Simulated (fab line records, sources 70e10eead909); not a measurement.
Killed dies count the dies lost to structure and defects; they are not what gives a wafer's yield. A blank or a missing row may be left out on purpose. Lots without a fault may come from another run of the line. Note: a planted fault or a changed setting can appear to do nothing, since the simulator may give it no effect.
What tool caused it? :: flow nand-harc :: 72 wafers from 24 lots sampled at 4 of the route's 1159 steps

WHAT THE GAUGES SHOWED, per wafer
NHARC_A_CONTACT_CD_MEAS_53.
lot: L075
measured: day 16 05:58
on: cd-sem-03
cd-nm (nm): 190.3 190.5 190.7

lot: L074
measured: day 16 10:20
on: cd-sem-02
cd-nm (nm): 190.3 190.1 189.7

lot: L076
measured: day 16 12:54
on: cd-sem-02
cd-nm (nm): 189.2 189.9 189.6

lot: L077
measured: day 16 19:41
on: cd-sem-03
cd-nm (nm): 188.1 189.2 188.1

lot: L078
measured: day 17 13:41
on: cd-sem-03
cd-nm (nm): 191.4 189.7 190.5

lot: L080
measured: day 18 01:16
on: cd-sem-03
cd-nm (nm): 188.6 188.4 189.2

lot: L079
measured: day 18 02:50
on: cd-sem-03
cd-nm (nm): 188.9 189.2 188.5

lot: L083
measured: day 18 07:07
on: cd-sem-01
cd-nm (nm): 188.6 189.2 188.9

lot: L082
measured: day 18 08:51
on: cd-sem-01
cd-nm (nm): 189.9 189.1 190.7

lot: L081
measured: day 18 13:14
on: cd-sem-03
cd-nm (nm): 189.1 189.1 188.9

lot: L084
measured: day 18 23:22
on: cd-sem-03
cd-nm (nm): 189.3 189.2 190.3

lot: L085
measured: day 19 08:51
on: cd-sem-03
cd-nm (nm): 189.6 189.9 189.1

lot: L086
measured: day 19 09:17
on: cd-sem-01
cd-nm (nm): 189.1 188.6 189.7

lot: L087
measured: day 19 12:40
on: cd-sem-01
cd-nm (nm): 188.7 187.5 188.0

lot: L089
measured: day 20 10:47
on: cd-sem-02
cd-nm (nm): 188.8 189.1 188.7

lot: L091
measured: day 20 11:40
on: cd-sem-02
cd-nm (nm): 189.5 189.5 190.0

lot: L088
measured: day 20 19:19
on: cd-sem-01
cd-nm (nm): 189.3 190.0 190.4

lot: L090
measured: day 20 22:19
on: cd-sem-02
cd-nm (nm): 187.7 188.1 188.0

lot: L093
measured: day 21 02:13
on: cd-sem-03
cd-nm (nm): 188.7 188.7 189.0

lot: L092
measured: day 21 03:30
on: cd-sem-01
cd-nm (nm): 190.2 190.0 189.9

lot: L096
measured: day 21 11:40
on: cd-sem-02
cd-nm (nm): 189.6 190.2 189.2

lot: L094
measured: day 21 13:31
on: cd-sem-02
cd-nm (nm): 188.2 188.9 188.7

lot: L095
measured: day 21 20:32
on: cd-sem-01
cd-nm (nm): 190.3 191.0 190.0

lot: L097
measured: day 22 06:44
on: cd-sem-01
cd-nm (nm): 189.1 188.6 188.7

NHARC_A_CONTACT_CD_MEAS_80.
lot: L075
measured: day 16 14:24
on: cd-sem-02
cd-nm (nm): 190.4 190.8 190.7

lot: L074
measured: day 16 17:18
on: cd-sem-01
cd-nm (nm): 189.5 189.9 191.1

lot: L076
measured: day 16 20:05
on: cd-sem-01
cd-nm (nm): 188.9 190.8 190.4

lot: L077
measured: day 17 02:50
on: cd-sem-03
cd-nm (nm): 189.0 189.1 189.2

lot: L078
measured: day 17 20:43
on: cd-sem-01
cd-nm (nm): 189.4 190.0 189.7

lot: L080
measured: day 18 10:36
on: cd-sem-03
cd-nm (nm): 189.8 190.0 190.7

lot: L079
measured: day 18 11:02
on: cd-sem-02
cd-nm (nm): 189.3 188.7 188.7

lot: L083
measured: day 18 19:14
on: cd-sem-02
cd-nm (nm): 189.2 190.7 189.0

lot: L082
measured: day 18 20:43
on: cd-sem-03
cd-nm (nm): 189.0 189.8 190.2

lot: L081
measured: day 18 22:22
on: cd-sem-02
cd-nm (nm): 189.7 189.6 189.5

lot: L084
measured: day 19 07:42
on: cd-sem-01
cd-nm (nm): 189.8 188.7 189.3

lot: L085
measured: day 19 17:06
on: cd-sem-02
cd-nm (nm): 189.8 189.4 190.2

lot: L086
measured: day 19 17:47
on: cd-sem-02
cd-nm (nm): 189.0 189.4 189.4

lot: L087
measured: day 19 19:35
on: cd-sem-02
cd-nm (nm): 189.7 188.4 187.5

lot: L089
measured: day 20 17:40
on: cd-sem-03
cd-nm (nm): 189.4 189.7 189.4

lot: L091
measured: day 20 19:05
on: cd-sem-03
cd-nm (nm): 189.8 189.9 189.8

lot: L088
measured: day 21 04:20
on: cd-sem-01
cd-nm (nm): 190.8 191.0 191.0

lot: L090
measured: day 21 06:11
on: cd-sem-01
cd-nm (nm): 187.8 188.0 187.8

lot: L093
measured: day 21 09:14
on: cd-sem-03
cd-nm (nm): 188.7 188.7 188.6

lot: L092
measured: day 21 10:29
on: cd-sem-03
cd-nm (nm): 189.7 189.2 189.9

lot: L096
measured: day 21 23:09
on: cd-sem-01
cd-nm (nm): 189.0 189.4 189.3

lot: L094
measured: day 21 23:26
on: cd-sem-01
cd-nm (nm): 188.3 188.8 188.5

lot: L095
measured: day 22 03:35
on: cd-sem-02
cd-nm (nm): 191.0 190.4 190.4

lot: L097
measured: day 22 13:37
on: cd-sem-03
cd-nm (nm): 189.8 189.7 189.8

WHICH TOOL RAN EACH LOT (tool, then ch and the chambers of the sampled wafers, then the start)
lot: L075
NHARC_A_CONTACT_DEP_58: pecvd-03 ch 0,1,2, day 16 09:43
NHARC_A_CONTACT_ETCH_75: rie-diel-04 ch 1,2,3, day 16 10:43

lot: L074
NHARC_A_CONTACT_DEP_58: pecvd-01 ch 1,2, day 16 13:03
NHARC_A_CONTACT_ETCH_75: rie-diel-04 ch 1,2,3, day 16 14:04

lot: L076
NHARC_A_CONTACT_DEP_58: pecvd-01 ch 0,1,2, day 16 16:00
NHARC_A_CONTACT_ETCH_75: rie-diel-04 ch 1,3, day 16 16:57

lot: L077
NHARC_A_CONTACT_DEP_58: pecvd-03 ch 0,1,2, day 16 22:40
NHARC_A_CONTACT_ETCH_75: rie-diel-03 ch 0,3, day 16 23:41

lot: L078
NHARC_A_CONTACT_DEP_58: pecvd-01 ch 0,2, day 17 16:34
NHARC_A_CONTACT_ETCH_75: rie-diel-03 ch 1,3, day 17 17:34

lot: L080
NHARC_A_CONTACT_DEP_58: pecvd-01 ch 0,2, day 18 06:21
NHARC_A_CONTACT_ETCH_75: rie-diel-04 ch 0,1,3, day 18 07:27

lot: L079
NHARC_A_CONTACT_DEP_58: pecvd-02 ch 0,1,2, day 18 06:33
NHARC_A_CONTACT_ETCH_75: rie-diel-01 ch 0,1,2, day 18 07:35

lot: L083
NHARC_A_CONTACT_DEP_58: pecvd-03 ch 0,1, day 18 15:07
NHARC_A_CONTACT_ETCH_75: rie-diel-03 ch 0,1,2, day 18 16:05

lot: L082
NHARC_A_CONTACT_DEP_58: pecvd-02 ch 0,2, day 18 16:12
NHARC_A_CONTACT_ETCH_75: rie-diel-03 ch 0,1,3, day 18 17:12

lot: L081
NHARC_A_CONTACT_DEP_58: pecvd-03 ch 0,1,2, day 18 18:17
NHARC_A_CONTACT_ETCH_75: rie-diel-03 ch 0,2,3, day 18 19:08

lot: L084
NHARC_A_CONTACT_DEP_58: pecvd-02 ch 0,1,2, day 19 03:40
NHARC_A_CONTACT_ETCH_75: rie-diel-03 ch 2,3, day 19 04:32

lot: L085
NHARC_A_CONTACT_DEP_58: pecvd-02 ch 1,2, day 19 13:06
NHARC_A_CONTACT_ETCH_75: rie-diel-03 ch 0,1, day 19 13:55

lot: L086
NHARC_A_CONTACT_DEP_58: pecvd-02 ch 1,2, day 19 13:38
NHARC_A_CONTACT_ETCH_75: rie-diel-01 ch 0,1,3, day 19 14:37

lot: L087
NHARC_A_CONTACT_DEP_58: pecvd-02 ch 1,2, day 19 15:28
NHARC_A_CONTACT_ETCH_75: rie-diel-03 ch 2,3, day 19 16:26

lot: L089
NHARC_A_CONTACT_DEP_58: pecvd-02 ch 0,1,2, day 20 13:34
NHARC_A_CONTACT_ETCH_75: rie-diel-03 ch 0,2, day 20 14:31

lot: L091
NHARC_A_CONTACT_DEP_58: pecvd-02 ch 0,1, day 20 14:25
NHARC_A_CONTACT_ETCH_75: rie-diel-01 ch 1,2, day 20 15:21

lot: L088
NHARC_A_CONTACT_DEP_58: pecvd-02 ch 0,1,2, day 21 00:20
NHARC_A_CONTACT_ETCH_75: rie-diel-03 ch 0,1,2, day 21 01:11

lot: L090
NHARC_A_CONTACT_DEP_58: pecvd-02 ch 0,1,2, day 21 02:05
NHARC_A_CONTACT_ETCH_75: rie-diel-03 ch 0,1,3, day 21 03:01

lot: L093
NHARC_A_CONTACT_DEP_58: pecvd-02 ch 0,2, day 21 04:56
NHARC_A_CONTACT_ETCH_75: rie-diel-04 ch 2,3, day 21 06:03

lot: L092
NHARC_A_CONTACT_DEP_58: pecvd-02 ch 0,2, day 21 06:21
NHARC_A_CONTACT_ETCH_75: rie-diel-01 ch 2,3, day 21 07:13

lot: L096
NHARC_A_CONTACT_DEP_58: pecvd-03 ch 0,1, day 21 18:06
NHARC_A_CONTACT_ETCH_75: rie-diel-03 ch 2,3, day 21 19:34

lot: L094
NHARC_A_CONTACT_DEP_58: pecvd-03 ch 0,1,2, day 21 18:40
NHARC_A_CONTACT_ETCH_75: rie-diel-03 ch 0,1,2, day 21 19:54

lot: L095
NHARC_A_CONTACT_DEP_58: pecvd-02 ch 0,1, day 21 23:27
NHARC_A_CONTACT_ETCH_75: rie-diel-03 ch 1,2, day 22 00:25

lot: L097
NHARC_A_CONTACT_DEP_58: pecvd-03 ch 0,1,2, day 22 09:25
NHARC_A_CONTACT_ETCH_75: rie-diel-03 ch 0,1, day 22 10:25
- NHARC_A_CONTACT_DEP_58: deposits SiON, target thk 60 nm.
- NHARC_A_CONTACT_ETCH_75: etches the open film in CF4, target depth 39 nm, time 65 s.

AS READ BY THE TOOLS THEMSELVES (means over the sampled wafers that have a number; for cases with no such wafer, the mark the record gives instead)
NHARC_A_CONTACT_DEP_58.
lot: L075
tool: pecvd-03
heater-power-w (W): 762

lot: L074
tool: pecvd-01
heater-power-w (W): 837

lot: L076
tool: pecvd-01
heater-power-w (W): 907

lot: L077
tool: pecvd-03
heater-power-w (W): 719

lot: L078
tool: pecvd-01
heater-power-w (W): 954

lot: L080
tool: pecvd-01
heater-power-w (W): 926

lot: L079
tool: pecvd-02
heater-power-w (W): 698

lot: L083
tool: pecvd-03
heater-power-w (W): 753

lot: L082
tool: pecvd-02
heater-power-w (W): 655

lot: L081
tool: pecvd-03
heater-power-w (W): 752

lot: L084
tool: pecvd-02
heater-power-w (W): 661

lot: L085
tool: pecvd-02
heater-power-w (W): 741

lot: L086
tool: pecvd-02
heater-power-w (W): 758

lot: L087
tool: pecvd-02
heater-power-w (W): 760

lot: L089
tool: pecvd-02
heater-power-w (W): 694

lot: L091
tool: pecvd-02
heater-power-w (W): 667

lot: L088
tool: pecvd-02
heater-power-w (W): 675

lot: L090
tool: pecvd-02
heater-power-w (W): 718

lot: L093
tool: pecvd-02
heater-power-w (W): 638

lot: L092
tool: pecvd-02
heater-power-w (W): 634

lot: L096
tool: pecvd-03
heater-power-w (W): 861

lot: L094
tool: pecvd-03
heater-power-w (W): 818

lot: L095
tool: pecvd-02
heater-power-w (W): 732

lot: L097
tool: pecvd-03
heater-power-w (W): 797

NHARC_A_CONTACT_ETCH_75.
lot: L075
tool: rie-diel-04
drypump-motor-current-A (A): 5.6
oes-product-au (a.u.): 1.002
rf-vpp-V (V): 151.4
showerhead-plenum-p-Torr (Torr): 1.76
throttle-valve-pct (%): 13.280

lot: L074
tool: rie-diel-04
drypump-motor-current-A (A): 5.6
oes-product-au (a.u.): 1.000
rf-vpp-V (V): 151.7
showerhead-plenum-p-Torr (Torr): 1.76
throttle-valve-pct (%): 13.280

lot: L076
tool: rie-diel-04
drypump-motor-current-A (A): 5.8
oes-product-au (a.u.): 1.002
rf-vpp-V (V): 151.5
showerhead-plenum-p-Torr (Torr): 1.78
throttle-valve-pct (%): 13.292

lot: L077
tool: rie-diel-03
drypump-motor-current-A (A): 5.3
oes-product-au (a.u.): 1.006
rf-vpp-V (V): 150.8
showerhead-plenum-p-Torr (Torr): 1.71
throttle-valve-pct (%): 13.291

lot: L078
tool: rie-diel-03
drypump-motor-current-A (A): 5.5
oes-product-au (a.u.): 0.987
rf-vpp-V (V): 151.5
showerhead-plenum-p-Torr (Torr): 1.77
throttle-valve-pct (%): 13.284

lot: L080
tool: rie-diel-04
drypump-motor-current-A (A): 5.5
oes-product-au (a.u.): 0.996
rf-vpp-V (V): 151.7
showerhead-plenum-p-Torr (Torr): 1.80
throttle-valve-pct (%): 13.291

lot: L079
tool: rie-diel-01
drypump-motor-current-A (A): 5.7
oes-product-au (a.u.): 0.997
rf-vpp-V (V): 151.7
showerhead-plenum-p-Torr (Torr): 1.82
throttle-valve-pct (%): 13.286

lot: L083
tool: rie-diel-03
drypump-motor-current-A (A): 5.6
oes-product-au (a.u.): 1.006
rf-vpp-V (V): 150.3
showerhead-plenum-p-Torr (Torr): 1.73
throttle-valve-pct (%): 13.280

lot: L082
tool: rie-diel-03
drypump-motor-current-A (A): 5.4
oes-product-au (a.u.): 0.986
rf-vpp-V (V): 151.0
showerhead-plenum-p-Torr (Torr): 1.74
throttle-valve-pct (%): 13.283

lot: L081
tool: rie-diel-03
drypump-motor-current-A (A): 5.7
oes-product-au (a.u.): 0.999
rf-vpp-V (V): 149.9
showerhead-plenum-p-Torr (Torr): 1.69
throttle-valve-pct (%): 13.284

lot: L084
tool: rie-diel-03
drypump-motor-current-A (A): 6.1
oes-product-au (a.u.): 0.999
rf-vpp-V (V): 150.0
showerhead-plenum-p-Torr (Torr): 1.66
throttle-valve-pct (%): 13.289

lot: L085
tool: rie-diel-03
drypump-motor-current-A (A): 5.2
oes-product-au (a.u.): 0.990
rf-vpp-V (V): 151.2
showerhead-plenum-p-Torr (Torr): 1.75
throttle-valve-pct (%): 13.287

lot: L086
tool: rie-diel-01
drypump-motor-current-A (A): 5.4
oes-product-au (a.u.): 0.994
rf-vpp-V (V): 151.7
showerhead-plenum-p-Torr (Torr): 1.78
throttle-valve-pct (%): 13.284

lot: L087
tool: rie-diel-03
drypump-motor-current-A (A): 5.9
oes-product-au (a.u.): 0.977
rf-vpp-V (V): 150.6
showerhead-plenum-p-Torr (Torr): 1.67
throttle-valve-pct (%): 13.288

lot: L089
tool: rie-diel-03
drypump-motor-current-A (A): 5.8
oes-product-au (a.u.): 1.007
rf-vpp-V (V): 150.2
showerhead-plenum-p-Torr (Torr): 1.67
throttle-valve-pct (%): 13.276

lot: L091
tool: rie-diel-01
drypump-motor-current-A (A): 5.6
oes-product-au (a.u.): 1.014
rf-vpp-V (V): 152.3
showerhead-plenum-p-Torr (Torr): 1.85
throttle-valve-pct (%): 13.278

lot: L088
tool: rie-diel-03
drypump-motor-current-A (A): 5.6
oes-product-au (a.u.): 1.000
rf-vpp-V (V): 150.9
showerhead-plenum-p-Torr (Torr): 1.72
throttle-valve-pct (%): 13.293

lot: L090
tool: rie-diel-03
drypump-motor-current-A (A): 5.4
oes-product-au (a.u.): 0.983
rf-vpp-V (V): 150.9
showerhead-plenum-p-Torr (Torr): 1.73
throttle-valve-pct (%): 13.280

lot: L093
tool: rie-diel-04
drypump-motor-current-A (A): 5.5
oes-product-au (a.u.): 0.977
rf-vpp-V (V): 150.9
showerhead-plenum-p-Torr (Torr): 1.75
throttle-valve-pct (%): 13.287

lot: L092
tool: rie-diel-01
drypump-motor-current-A (A): 5.8
oes-product-au (a.u.): 1.007
rf-vpp-V (V): 151.2
showerhead-plenum-p-Torr (Torr): 1.74
throttle-valve-pct (%): 13.293

lot: L096
tool: rie-diel-03
drypump-motor-current-A (A): 6.1
oes-product-au (a.u.): 1.001
rf-vpp-V (V): 150.6
showerhead-plenum-p-Torr (Torr): 1.65
throttle-valve-pct (%): 13.275

lot: L094
tool: rie-diel-03
drypump-motor-current-A (A): 5.6
oes-product-au (a.u.): 1.001
rf-vpp-V (V): 150.9
showerhead-plenum-p-Torr (Torr): 1.72
throttle-valve-pct (%): 13.292

lot: L095
tool: rie-diel-03
drypump-motor-current-A (A): 5.9
oes-product-au (a.u.): 1.005
rf-vpp-V (V): 150.0
showerhead-plenum-p-Torr (Torr): 1.69
throttle-valve-pct (%): 13.288

lot: L097
tool: rie-diel-03
drypump-motor-current-A (A): 5.3
oes-product-au (a.u.): 0.995
rf-vpp-V (V): 151.3
showerhead-plenum-p-Torr (Torr): 1.77
throttle-valve-pct (%): 13.278

THE ANSWER, worked out from the rows above alone
Rule: usual is defined by the lots themselves. Put in order of their means at a reading, lots are off if they are a third of the lots or fewer, leave a main group of 4 or more, and stand apart from it by a gap of 3 or more times the standard deviation of the main group's means; of several such gaps the widest counts. The tables above print the reading to a certain number of digits; a main group whose means all agree to those digits is not used. Also off: a lot with no number at a reading for which 4 or more lots have one. Where the step has rows for the other lots, those lots are counted as sound. The gauges are gone through in route order, then the tools' own readings, and for those a lot's mean is taken as printed above. The first step at which some lot is off is used, and at that step the reading that is off furthest; a lot without a number counts as furthest.
No lot is off on any of the readings shown, so nothing can be concluded from this.

WHAT WAS PUT IN BY THE SIMULATOR
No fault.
